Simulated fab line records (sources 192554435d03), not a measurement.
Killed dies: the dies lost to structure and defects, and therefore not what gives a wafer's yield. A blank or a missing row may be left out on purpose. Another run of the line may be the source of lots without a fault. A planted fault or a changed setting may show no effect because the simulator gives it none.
fab line records / flow n5_finfet
record: lots: 5 wafers: 13 last_day: 15
route steps=1938 shown HKMG_FIN@401 BEOL_M4@1111 PASSIVATION@1936
lots that met no fault: taken from a fault-free run of the same line
start_h: hours from the record's first day to the start of the lot's first wafer shown / wait_h: time in hours since the lot's previous step / " unchanged from the row above / L1.1+2: a row that stands for several wafers / - no value present, or no start provided / * or withheld: withheld / < > ~ a bound
route shown NAME@n: names a module that has steps shown in the file, with the first one's number in the route / usual: mean and standard deviation over wafers with no fault / same: alike in all rows / chamber/n: place in a boat / sites: readings site by site / _std_site: standard deviation of those values / _edge_site: outer sites' mean less inner sites' / radius_mm: how far each site lies from the wafer's centre / mask NAME#n: copy n / behind: the most recent tool/chamber to have shaped the wafer / hold: the reason the lot was held/the length of the hold in hours/how it ended / device: whichever transistor did not switch (one of n, p or np) / end of line: tests run on the same wafers once the route is complete / a step without rows: its recipe alone / killed: dies lost to structure and defects at the first sort, not the wafer's yield / map: dies across one wafer; x = killed, . = not, _ = none there
set.NAME: the run value of the setting; set.NAME@STEP: its run value at that earlier step / model.NAME: the simulator's own value behind a step, which no gauge read
certain route steps with their lots: each step a table, each wafer a row
== steps ==
step: N5_HKMG_FIN_DESCUM_53
recipe: chemistry: O2 time_s: 7.9 source_power_w: 50 bias_power_w: 20 pressure_mtorr: 20 rf_frequency_hz: 2.712e+07 temp_c: 40 resist: CAR-ArF o2_flow_sccm: 225
step: N5_HKMG_FIN_ETCH_54
recipe: chemistry: CF4 target: SiARC target_depth_a: 455 mask_material: CAR-ArF time_s: 75.8 ion_energy_ev: 80 pressure_mtorr: 40 source_w: 545 bias_w: 36 Ar_flow_sccm: 100 cf4_flow_sccm: 100 ends: cleared
step: N5_HKMG_FIN_ETCH_55
recipe: chemistry: N2/H2 target: SOC target_depth_a: 2400 temp_c: 40 time_s: 300 ion_energy_ev: 200 mask_material: SiARC pressure_mtorr: 30 source_w: 840 bias_w: 150 n2_flow_sccm: 200 h2_flow_sccm: 200
step: N5_HKMG_FIN_STRIP_56
recipe: chemistry: N2/H2 temp_c: 40 n2_flow_sccm: 200 h2_flow_sccm: 200 rf_frequency_hz: 6e+07
step: N5_HKMG_FIN_STRIP_57
recipe: chemistry: CF4 resist: SiARC power_w: 300 bias_power_w: 75 pressure_mtorr: 50 cf4_flow_sccm: 150 rf_frequency_hz: 6e+07
step: N5_HKMG_FIN_ETCH_58
recipe: chemistry: N2/H2 target: SOC target_depth_a: 2158 ion_energy_ev: 50 bias_w: 13 time_s: 741 pressure_mtorr: 30 source_w: 875 n2_flow_sccm: 200 h2_flow_sccm: 200
step: N5_HKMG_FIN_STRIP_93
recipe: chemistry: N2/H2 material: SOC time_s: 20 power_w: 500 temp_c: 40 pressure_mtorr: 50 rf_frequency_hz: 6e+07 bias_power_w: 8 h2_frac: 0.5 n2_flow_sccm: 300 h2_flow_sccm: 300
step: N5_HKMG_FIN_WET_ETCH_76
recipe: chemistry: dNH4OH mix: 1:50 temp_c: 25 target: Al2O3 stop_on: La2O3 target_depth_nm: 2.25 dry: ipa_marangoni rinse_time_s: 30 rinse_temp_c: 23
step: N5_HKMG_FIN_STRIP_60
recipe: chemistry: N2/H2 power_w: 2500 temp_c: 300 h2_frac: 0.65 time_s: 360 pressure_mtorr: withheld n2_flow_sccm: 1750 h2_flow_sccm: 3250
step: N5_HKMG_FIN_WET_ETCH_77
recipe: chemistry: dHCl mix: 1:10000 temp_c: 25 target: La2O3 stop_on: HfO2 target_depth_nm: 2
step: N5_HKMG_FIN_WET_ETCH_78
recipe: chemistry: dNH4OH mix: 1:50 temp_c: 25 target: Al2O3 stop_on: La2O3 target_depth_nm: 4.5 dry: ipa_marangoni rinse_time_s: 30 rinse_temp_c: 23
step: N5_HKMG_FIN_ALD_79
recipe: material: TiN target_thk_a: 15 temp_c: 400 ald_precursor_family: TiCl4 ald_co_reactant: NH3 pulse_time_s: 1 purge_time_s: 3 co_reactant_purge_time_s: 2 co_reactant_pulse_time_s: 2 ald_cycles: 68 pressure_torr: 3
step: N5_HKMG_FIN_CVD_62
recipe: material: a-Si target_thk_a: 30 temp_c: 500 precursor: Si2H6 pressure_torr: 1 time_s: 20.8
usual: heater_power_w: 1530/110
lot.wafer=L562.2 tool=thermal_cvd_si-01 chamber=2 start_h=113.27 wait_h=0.2 heater_power_w=1533 model.a-Si_of_HKMG_FIN_CVD_62.thk_nm=3
lot.wafer=L562.3 tool=thermal_cvd_si-01 chamber=1 start_h=113.27 wait_h=0.2 heater_power_w=1400 model.a-Si_of_HKMG_FIN_CVD_62.thk_nm=2.8
lot.wafer=L562.5 tool=thermal_cvd_si-01 chamber=1 start_h=113.27 wait_h=0.2 heater_power_w=1421 model.a-Si_of_HKMG_FIN_CVD_62.thk_nm=3
lot.wafer=L563.3 tool=thermal_cvd_si-02 chamber=0 start_h=121.34 wait_h=0.2 heater_power_w=1555 model.a-Si_of_HKMG_FIN_CVD_62.thk_nm=3
lot.wafer=L563.4 tool=thermal_cvd_si-02 chamber=2 start_h=121.34 wait_h=0.2 heater_power_w=1651 model.a-Si_of_HKMG_FIN_CVD_62.thk_nm=3
lot.wafer=L563.6 tool=thermal_cvd_si-02 chamber=0 start_h=121.34 wait_h=0.2 heater_power_w=1596 model.a-Si_of_HKMG_FIN_CVD_62.thk_nm=3
lot.wafer=L565.3 tool=thermal_cvd_si-02 chamber=0 start_h=134.95 wait_h=0.2 heater_power_w=1613 model.a-Si_of_HKMG_FIN_CVD_62.thk_nm=3
lot.wafer=L565.4 tool=thermal_cvd_si-02 chamber=1 start_h=134.95 wait_h=0.2 heater_power_w=1394 model.a-Si_of_HKMG_FIN_CVD_62.thk_nm=3
lot.wafer=L565.6 tool=thermal_cvd_si-02 chamber=2 start_h=134.95 wait_h=0.2 heater_power_w=1720 model.a-Si_of_HKMG_FIN_CVD_62.thk_nm=1
lot.wafer=L567.1 tool=thermal_cvd_si-02 chamber=2 start_h=147.86 wait_h=0.2 heater_power_w=1704 model.a-Si_of_HKMG_FIN_CVD_62.thk_nm=3
lot.wafer=L567.5 tool=thermal_cvd_si-02 chamber=1 start_h=147.86 wait_h=0.2 heater_power_w=1331 model.a-Si_of_HKMG_FIN_CVD_62.thk_nm=0.8
lot.wafer=L569.4 tool=thermal_cvd_si-02 chamber=0 start_h=155.29 wait_h=0.2 heater_power_w=1581 model.a-Si_of_HKMG_FIN_CVD_62.thk_nm=3
lot.wafer=L569.5 tool=thermal_cvd_si-02 chamber=2 start_h=155.29 wait_h=0.2 heater_power_w=1670 model.a-Si_of_HKMG_FIN_CVD_62.thk_nm=1
step: N5_HKMG_FIN_RTA_80
recipe: temp_c: withheld time_s: 2 ambient: N2 idle_temp_c: 600 ramp_up_c_per_s: 150 ramp_down_c_per_s: 60 cool_to_c: 600
step: N5_HKMG_FIN_PRECLEAN_64
recipe: chemistry: dHF time_s: 30 temp_c: 25 dilution: withheld
step: N5_HKMG_FIN_WET_ETCH_65
recipe: chemistry: TMAH temp_c: 70 conc_wt_pct: 5 target: a-Si stop_on: TiN time_s: 49 target_depth_nm: 3
step: N5_HKMG_FIN_WET_ETCH_81
recipe: chemistry: SC1 target: TiN stop_on: HfO2 mix: 1:1:5 temp_c: 60 time_s: 57 target_depth_nm: 6
step: N5_HKMG_FIN_WET_ETCH_82
recipe: chemistry: dHCl mix: 1:10000 temp_c: 25 target: La2O3 stop_on: HfO2 target_depth_nm: 2 dry: ipa_marangoni rinse_time_s: 30 rinse_temp_c: 23
step: N5_HKMG_FIN_ALD_36
recipe: material: TiN target_thk_a: 10 temp_c: 400 ald_precursor_family: TiCl4 ald_co_reactant: NH3 pulse_time_s: 1 purge_time_s: 3 co_reactant_purge_time_s: 2 co_reactant_pulse_time_s: 2 ald_cycles: 47 pressure_torr: 3
step: N5_HKMG_FIN_PWFM_ALD_03
recipe: material: TiN target_thk_a: 20 temp_c: 400 ald_precursor_family: TiCl4 ald_co_reactant: NH3 pulse_time_s: 1 purge_time_s: 3 co_reactant_purge_time_s: 2 co_reactant_pulse_time_s: 2 ald_cycles: 91 pressure_torr: 3
step: N5_HKMG_FIN_COAT_29
recipe: resist: SOC temp_c: 250 time_s: 60 spin_rpm: 1500 resist_thk_nm: 300
step: N5_HKMG_FIN_COAT_30
recipe: resist: SiARC temp_c: 220 time_s: 60 spin_rpm: 1500 resist_thk_nm: 35
step: N5_HKMG_FIN_COAT_06
recipe: resist: CAR-ArF spin_rpm: 1500 resist_thk_nm: 90
step: N5_HKMG_FIN_EBR_08
recipe: solvent: PGMEA ebr_width_mm: 1.5
step: N5_HKMG_FIN_SOFTBAKE_07
recipe: temp_c: 110 time_s: 60 resist: CAR-ArF
step: N5_HKMG_FIN_EXPOSE_09
recipe: mask_id: NWFM na: 1.35 source_shape: conventional sigma_outer: 0.8 polarization: unpolarized dose_mj: 39.25
step: N5_HKMG_FIN_PEB_10
recipe: peb_temp_c: withheld peb_time_s: 60 resist: CAR-ArF
step: N5_HKMG_FIN_DEVELOP_11
recipe: develop_time_s: 30 developer: TMAH resist: CAR-ArF dev_temp_c: 23 rinse_liquid: diw dry: air_spin
step: N5_HKMG_FIN_DESCUM_17
recipe: chemistry: O2 time_s: 7.9 source_power_w: 50 bias_power_w: 20 pressure_mtorr: 20 rf_frequency_hz: 2.712e+07 temp_c: 40 resist: CAR-ArF o2_flow_sccm: 225
step: N5_HKMG_FIN_ETCH_31
recipe: chemistry: CF4 target: SiARC target_depth_a: 455 mask_material: CAR-ArF time_s: 75.8 ion_energy_ev: 80 pressure_mtorr: 40 source_w: 545 bias_w: 36 Ar_flow_sccm: 100 cf4_flow_sccm: 100 ends: cleared
step: N5_HKMG_FIN_ETCH_32
recipe: chemistry: N2/H2 target: SOC target_depth_a: 2400 temp_c: 40 time_s: 300 ion_energy_ev: 200 mask_material: SiARC pressure_mtorr: 30 source_w: 840 bias_w: 150 n2_flow_sccm: 200 h2_flow_sccm: 200
step: N5_HKMG_FIN_STRIP_33
recipe: chemistry: N2/H2 temp_c: 40 n2_flow_sccm: 200 h2_flow_sccm: 200 rf_frequency_hz: 6e+07
step: N5_HKMG_FIN_STRIP_34
recipe: chemistry: CF4 resist: SiARC power_w: 300 bias_power_w: 75 pressure_mtorr: 50 cf4_flow_sccm: 150 rf_frequency_hz: 6e+07
step: N5_HKMG_FIN_ETCH_35
recipe: chemistry: N2/H2 target: SOC target_depth_a: 2158 ion_energy_ev: 65 bias_w: 5 source_w: 3000 time_s: 243.4 pressure_mtorr: 30 n2_flow_sccm: 200 h2_flow_sccm: 200
step: N5_HKMG_FIN_STRIP_92
recipe: chemistry: N2/H2 material: SOC time_s: 20 power_w: 500 temp_c: 40 pressure_mtorr: 50 rf_frequency_hz: 6e+07 bias_power_w: 8 h2_frac: 0.5 n2_flow_sccm: 300 h2_flow_sccm: 300
step: N5_HKMG_FIN_WET_ETCH_18
recipe: chemistry: SC1 target: TiN mix: 1:1:5 temp_c: * time_s: 55 target_depth_nm: 5.2 dry: ipa_marangoni rinse_time_s: 30 rinse_temp_c: 23
step: N5_HKMG_FIN_STRIP_19
recipe: chemistry: N2/H2 power_w: 2500 temp_c: 300 h2_frac: 0.65 time_s: 360 pressure_mtorr: withheld n2_flow_sccm: 1750 h2_flow_sccm: 3250
step: N5_HKMG_FIN_ALD_91
recipe: material: TiN target_thk_a: 10 temp_c: 400 ald_precursor_family: TiCl4 ald_co_reactant: NH3 pulse_time_s: 1 purge_time_s: 3 co_reactant_purge_time_s: 2 co_reactant_pulse_time_s: 2 ald_cycles: 47 pressure_torr: 3
step: N5_BEOL_M4_RC_MEAS_101
usual: DIBL_N: 36.9/1.7 DIBL_P: 36.7/2.1 EOT_N: 10.54/0.095 EOT_P: 10.51/0.09 IOFF_N: 0.17/0.032 IOFF_P: 0.22/0.036 ION_N: 674/12 ION_P: 461/7 SS_N: 71.7/0.6 SS_P: 73.4/0.67 VT_N: 249/3.1 VT_P: -250/3.2
lot.wafer=L562.2 tool=prober-01 chamber=0 start_h=197.12 wait_h=0.2 DIBL_N[mV/V]=39.2 DIBL_P[mV/V]=40.7 EOT_N=10.51 EOT_P=10.53 IOFF_N[nA/um]=0.25 IOFF_P[nA/um]=0.24 ION_N[uA/um]=700 ION_P[uA/um]=465 SS_N[mV/dec]=73.1 SS_P[mV/dec]=74.6 VT_N[mV]=244 VT_P[mV]=-252
lot.wafer=L562.3 tool=prober-01 chamber=0 start_h=197.12 wait_h=0.2 DIBL_N[mV/V]=36.3 DIBL_P[mV/V]=36.8 EOT_N=10.53 EOT_P=10.57 IOFF_N[nA/um]=0.16 IOFF_P[nA/um]=0.19 ION_N[uA/um]=663 ION_P[uA/um]=442 SS_N[mV/dec]=71.9 SS_P[mV/dec]=73.2 VT_N[mV]=252 VT_P[mV]=-255
lot.wafer=L562.5 tool=prober-01 chamber=0 start_h=197.12 wait_h=0.2 DIBL_N[mV/V]=40.2 DIBL_P[mV/V]=41.3 EOT_N=10.49 EOT_P=10.51 IOFF_N[nA/um]=0.27 IOFF_P[nA/um]=0.26 ION_N[uA/um]=700 ION_P[uA/um]=462 SS_N[mV/dec]=72.8 SS_P[mV/dec]=74.4 VT_N[mV]=243 VT_P[mV]=-250
lot.wafer=L563.3 tool=prober-01 chamber=0 start_h=200.47 wait_h=0.3 DIBL_N[mV/V]=38.4 DIBL_P[mV/V]=37.9 EOT_N=10.70 EOT_P=10.69 IOFF_N[nA/um]=0.20 IOFF_P[nA/um]=0.25 ION_N[uA/um]=674 ION_P[uA/um]=461 SS_N[mV/dec]=71.8 SS_P[mV/dec]=73.3 VT_N[mV]=247 VT_P[mV]=-246
lot.wafer=L563.4 tool=prober-01 chamber=0 start_h=200.47 wait_h=0.3 DIBL_N[mV/V]=38.3 DIBL_P[mV/V]=38.1 EOT_N=10.72 EOT_P=10.68 IOFF_N[nA/um]=0.18 IOFF_P[nA/um]=0.25 ION_N[uA/um]=676 ION_P[uA/um]=465 SS_N[mV/dec]=71.8 SS_P[mV/dec]=73.6 VT_N[mV]=248 VT_P[mV]=-248
lot.wafer=L563.6 tool=prober-01 chamber=0 start_h=200.47 wait_h=0.3 DIBL_N[mV/V]=37.9 DIBL_P[mV/V]=37.5 EOT_N=10.55 EOT_P=10.66 IOFF_N[nA/um]=0.17 IOFF_P[nA/um]=0.23 ION_N[uA/um]=676 ION_P[uA/um]=467 SS_N[mV/dec]=71.5 SS_P[mV/dec]=73.8 VT_N[mV]=250 VT_P[mV]=-248
lot.wafer=L565.3 tool=prober-01 chamber=0 start_h=222.23 wait_h=0.3 DIBL_N[mV/V]=33.3 DIBL_P[mV/V]=32.5 EOT_N=10.33 EOT_P=10.42 IOFF_N[nA/um]=0.12 IOFF_P[nA/um]=0.17 ION_N[uA/um]=662 ION_P[uA/um]=456 SS_N[mV/dec]=70.2 SS_P[mV/dec]=72.7 VT_N[mV]=253 VT_P[mV]=-251
lot.wafer=L565.4 tool=prober-01 chamber=0 start_h=222.23 wait_h=0.3 DIBL_N[mV/V]=36.7 DIBL_P[mV/V]=36.6 EOT_N=10.60 EOT_P=10.54 IOFF_N[nA/um]=0.17 IOFF_P[nA/um]=0.23 ION_N[uA/um]=673 ION_P[uA/um]=459 SS_N[mV/dec]=72.0 SS_P[mV/dec]=72.9 VT_N[mV]=247 VT_P[mV]=-248
lot.wafer=L565.6 tool=prober-01 chamber=0 start_h=222.23 wait_h=0.3 DIBL_N[mV/V]=36.2 DIBL_P[mV/V]=36.4 EOT_N=10.91 EOT_P=10.84 IOFF_N[nA/um]=0.17 IOFF_P[nA/um]=0.24 ION_N[uA/um]=663 ION_P[uA/um]=467 SS_N[mV/dec]=72.8 SS_P[mV/dec]=72.8 VT_N[mV]=249 VT_P[mV]=-249
lot.wafer=L567.1 tool=prober-01 chamber=0 start_h=231.77 wait_h=0.0 DIBL_N[mV/V]=38.4 DIBL_P[mV/V]=37.2 EOT_N=10.42 EOT_P=10.50 IOFF_N[nA/um]=0.21 IOFF_P[nA/um]=0.25 ION_N[uA/um]=687 ION_P[uA/um]=464 SS_N[mV/dec]=72.9 SS_P[mV/dec]=73.5 VT_N[mV]=247 VT_P[mV]=-246
lot.wafer=L567.5 tool=prober-01 chamber=0 start_h=231.77 wait_h=0.0 DIBL_N[mV/V]=36.8 DIBL_P[mV/V]=34.9 EOT_N=10.81 EOT_P=10.81 IOFF_N[nA/um]=0.17 IOFF_P[nA/um]=0.22 ION_N[uA/um]=668 ION_P[uA/um]=455 SS_N[mV/dec]=72.0 SS_P[mV/dec]=72.5 VT_N[mV]=250 VT_P[mV]=-248
lot.wafer=L569.4 tool=prober-02 chamber=0 start_h=250.13 wait_h=0.5 DIBL_N[mV/V]=37.2 DIBL_P[mV/V]=37.6 EOT_N=10.52 EOT_P=10.53 IOFF_N[nA/um]=0.16 IOFF_P[nA/um]=0.19 ION_N[uA/um]=674 ION_P[uA/um]=452 SS_N[mV/dec]=72.1 SS_P[mV/dec]=74.0 VT_N[mV]=248 VT_P[mV]=-253
lot.wafer=L569.5 tool=prober-02 chamber=0 start_h=250.13 wait_h=0.5 DIBL_N[mV/V]=38.8 DIBL_P[mV/V]=39.6 EOT_N=11.15 EOT_P=10.98 IOFF_N[nA/um]=0.20 IOFF_P[nA/um]=0.24 ION_N[uA/um]=676 ION_P[uA/um]=454 SS_N[mV/dec]=71.7 SS_P[mV/dec]=73.7 VT_N[mV]=245 VT_P[mV]=-250
step: N5_PASSIVATION_PROBE_49
usual: defect_limited_yield: 91.7/1.5 killed_at_M0_to_M3: 32/9.6 killed_at_M4_up: 13/5.3 killed_at_contacts: 12/6.8 killed_at_front_end: 36/9.8 killed_at_other: 4/3.1 killed_dies: 98/17 killed_open: 65/13 killed_short: 32/8.5 sort_bin_4_leakage: 0.00/0.007 sort_bin_5_function: 4.9/0.93 sort_bin_6_memory: 3.2/0.67 sort_n_pass: 1082/17 sort_yield_pct: 91.7/1.4
same: gross_dies: 1180 killed_at_back_side: 0 sort_bin_8_speed[%]: 0
lot.wafer=L563.3 tool=prober-02 chamber=- start_h=306.17 wait_h=0.1 defect_limited_yield[%]=90.1 killed_at_M0_to_M3=44 killed_at_M4_up=10 killed_at_contacts=9 killed_at_front_end=40 killed_at_other=14 killed_dies=117 killed_open=65 killed_short=51 sort_bin_4_leakage[%]=0 sort_bin_5_function[%]=6.2 sort_bin_6_memory[%]=3.2 sort_n_pass=1063 sort_yield_pct[%]=90.1
lot.wafer=L563.4 tool=prober-02 chamber=- start_h=306.22 wait_h=0.2 defect_limited_yield[%]=91.1 killed_at_M0_to_M3=45 killed_at_M4_up=14 killed_at_contacts=14 killed_at_front_end=31 killed_at_other=1 killed_dies=105 killed_open=77 killed_short=28 sort_bin_4_leakage[%]=0 sort_bin_5_function[%]=5.3 sort_bin_6_memory[%]=3.1 sort_n_pass=1075 sort_yield_pct[%]=91.1
lot.wafer=L563.6 tool=prober-02 chamber=- start_h=306.32 wait_h=0.3 defect_limited_yield[%]=91.8 killed_at_M0_to_M3=20 killed_at_M4_up=15 killed_at_contacts=16 killed_at_front_end=43 killed_at_other=3 killed_dies=97 killed_open=68 killed_short=27 sort_bin_4_leakage[%]=0 sort_bin_5_function[%]=4.6 sort_bin_6_memory[%]=3.5 sort_n_pass=1083 sort_yield_pct[%]=91.8
lot.wafer=L565.3 tool=prober-01 chamber=- start_h=318.42 wait_h=0.1 defect_limited_yield[%]=90.2 killed_at_M0_to_M3=51 killed_at_M4_up=5 killed_at_contacts=13 killed_at_front_end=47 killed_at_other=0 killed_dies=116 killed_open=87 killed_short=29 sort_bin_4_leakage[%]=0 sort_bin_5_function[%]=5.6 sort_bin_6_memory[%]=3.9 sort_n_pass=1064 sort_yield_pct[%]=90.2
lot.wafer=L565.4 tool=prober-01 chamber=- start_h=318.47 wait_h=0.2 defect_limited_yield[%]=91.9 killed_at_M0_to_M3=34 killed_at_M4_up=7 killed_at_contacts=20 killed_at_front_end=35 killed_at_other=0 killed_dies=96 killed_open=59 killed_short=36 sort_bin_4_leakage[%]=0 sort_bin_5_function[%]=4.5 sort_bin_6_memory[%]=3.5 sort_n_pass=1084 sort_yield_pct[%]=91.9
lot.wafer=L565.6 tool=prober-01 chamber=- start_h=318.57 wait_h=0.3 defect_limited_yield[%]=90.8 killed_at_M0_to_M3=45 killed_at_M4_up=12 killed_at_contacts=21 killed_at_front_end=27 killed_at_other=3 killed_dies=108 killed_open=68 killed_short=40 sort_bin_4_leakage[%]=0 sort_bin_5_function[%]=5.3 sort_bin_6_memory[%]=3.5 sort_n_pass=1072 sort_yield_pct[%]=90.8
lot.wafer=L567.1 tool=prober-02 chamber=- start_h=329.85 wait_h=0.0 defect_limited_yield[%]=92.1 killed_at_M0_to_M3=44 killed_at_M4_up=17 killed_at_contacts=7 killed_at_front_end=23 killed_at_other=2 killed_dies=93 killed_open=62 killed_short=31 sort_bin_4_leakage[%]=0 sort_bin_5_function[%]=4.9 sort_bin_6_memory[%]=2.5 sort_n_pass=1087 sort_yield_pct[%]=92.1
lot.wafer=L567.5 tool=prober-02 chamber=- start_h=330.05 wait_h=0.2 defect_limited_yield[%]=90.7 killed_at_M0_to_M3=50 killed_at_M4_up=11 killed_at_contacts=12 killed_at_front_end=36 killed_at_other=1 killed_dies=110 killed_open=84 killed_short=26 sort_bin_4_leakage[%]=0 sort_bin_5_function[%]=4.7 sort_bin_6_memory[%]=4.4 sort_n_pass=1070 sort_yield_pct[%]=90.7
lot.wafer=L569.4 tool=prober-02 chamber=- start_h=351.53 wait_h=0.2 defect_limited_yield[%]=92.1 killed_at_M0_to_M3=39 killed_at_M4_up=18 killed_at_contacts=5 killed_at_front_end=29 killed_at_other=2 killed_dies=93 killed_open=65 killed_short=24 sort_bin_4_leakage[%]=0 sort_bin_5_function[%]=5.1 sort_bin_6_memory[%]=2.6 sort_n_pass=1087 sort_yield_pct[%]=92.1
lot.wafer=L569.5 tool=prober-02 chamber=- start_h=351.58 wait_h=0.2 defect_limited_yield[%]=90.0 killed_at_M0_to_M3=43 killed_at_M4_up=22 killed_at_contacts=6 killed_at_front_end=39 killed_at_other=8 killed_dies=118 killed_open=75 killed_short=41 sort_bin_4_leakage[%]=0 sort_bin_5_function[%]=5.7 sort_bin_6_memory[%]=3.8 sort_n_pass=1062 sort_yield_pct[%]=90.0
killed by level:class
L563.3 BEOL_M0_SAQP:geometric_particle:short=18 BEOL_M0_SAQP:geometric_particle:open=11 STI_FIN_REVEAL:geometric_particle:open=10 MOL_CONTACT_COAG:geometric_particle:open=7 MIM_TOP:geometric_particle:open=7 FIN_SAQP:geometric_particle:short=6 FIN_SAQP:geometric_particle:open=5 BEOL_M4:geometric_particle:open=5
L563.4 STI_FIN_REVEAL:geometric_particle:open=16 BEOL_M2:geometric_particle:open=16 MOL_CONTACT_COAG:geometric_particle:open=11 BEOL_M0_SAQP:geometric_particle:open=11 BEOL_M0_SAQP:geometric_particle:short=7 BEOL_M5:geometric_particle:open=5 BEOL_M4:geometric_particle:open=4 FIN_SAQP:geometric_particle:short=3
L563.6 STI_FIN_REVEAL:geometric_particle:open=16 MOL_CONTACT_COAG:geometric_particle:open=13 FIN_SAQP:geometric_particle:short=6 BEOL_M0_SAQP:geometric_particle:open=5 FIN_SAQP:geometric_particle:open=4 STI_FIN_REVEAL:geometric_particle:short=4 GATE_CUT:geometric_particle:open=4 BEOL_M2:geometric_particle:short=4
L565.3 STI_FIN_REVEAL:geometric_particle:open=16 BEOL_M0_SAQP:geometric_particle:open=12 FIN_SAQP:geometric_particle:open=11 BEOL_M1:geometric_particle:open=11 MOL_CONTACT_COAG:geometric_particle:open=10 BEOL_M0_SAQP:geometric_particle:short=10 FIN_SAQP:geometric_particle:short=7 BEOL_M3:geometric_particle:open=7
L565.4 MOL_CONTACT_COAG:geometric_particle:open=12 BEOL_M3:geometric_particle:open=10 FIN_SAQP:geometric_particle:short=9 MOL_CONTACT_COAG:geometric_particle:short=8 FIN_SAQP:geometric_particle:open=7 BEOL_M1:geometric_particle:open=6 STI_FIN_REVEAL:geometric_particle:open=4 BEOL_M0_SAQP:geometric_particle:open=4
L565.6 MOL_CONTACT_COAG:geometric_particle:open=15 BEOL_M2:geometric_particle:open=11 FIN_SAQP:geometric_particle:short=10 BEOL_M0_SAQP:geometric_particle:short=9 BEOL_M0_SAQP:geometric_particle:open=8 BEOL_M4:geometric_particle:open=7 BEOL_M3:geometric_particle:open=6 STI_FIN_REVEAL:geometric_particle:open=6
L567.1 BEOL_M0_SAQP:geometric_particle:short=16 BEOL_M0_SAQP:geometric_particle:open=9 BEOL_M3:geometric_particle:open=9 BEOL_M4:geometric_particle:open=7 STI_FIN_REVEAL:geometric_particle:open=6 MOL_CONTACT_COAG:geometric_particle:open=6 FIN_SAQP:geometric_particle:open=5 BEOL_M0:geometric_particle:open=4
L567.5 STI_FIN_REVEAL:geometric_particle:open=14 BEOL_M3:geometric_particle:open=12 MOL_CONTACT_COAG:geometric_particle:open=11 BEOL_M0_SAQP:geometric_particle:short=10 BEOL_M0:geometric_particle:open=9 FIN_SAQP:geometric_particle:open=7 BEOL_M0_SAQP:geometric_particle:open=7 FIN_SAQP:geometric_particle:short=6
L569.4 BEOL_M0_SAQP:geometric_particle:open=12 FIN_SAQP:geometric_particle:open=11 BEOL_M4:geometric_particle:open=10 FIN_SAQP:geometric_particle:short=9 BEOL_M0_SAQP:geometric_particle:short=6 BEOL_M3:geometric_particle:open=6 MOL_CONTACT_COAG:geometric_particle:open=5 BEOL_M2:geometric_particle:open=5
L569.5 STI_FIN_REVEAL:geometric_particle:open=15 BEOL_M0_SAQP:geometric_particle:short=10 BEOL_M4:geometric_particle:open=8 BEOL_M2:geometric_particle:open=6 BEOL_M0_SAQP:geometric_particle:open=6 BEOL_M1:geometric_particle:open=6 BEOL_M3:geometric_particle:open=6 FIN_SAQP:geometric_particle:short=5
== key ==
first_sign: step: N5_BEOL_M4_RC_MEAS_101 reading: EOT_N direction: up sigmas: 4.4 usual: 10.54 struck: 10.96
effect: step: N5_BEOL_M4_RC_MEAS_101 reading: EOT_P direction: up sigmas: 4.1 usual: 10.51 struck: 10.88
model_effect: step: N5_HKMG_FIN_CVD_62 value: a-Si_of_HKMG_FIN_CVD_62.thk_nm without: 3 struck: 0.9333
met_at N5_HKMG_FIN_CVD_62
struck_wafers L565.6,L567.5,L569.5
onset_between 121.34 134.95
fault: kind: process_parameter_drift tool: thermal_cvd_si-02 chamber: - onset_h: 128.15 steps: N5_HKMG_FIN_CVD_62 channel: time_s offset: * shape: step end_h: 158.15 scope: struck_wafers_only stated: *
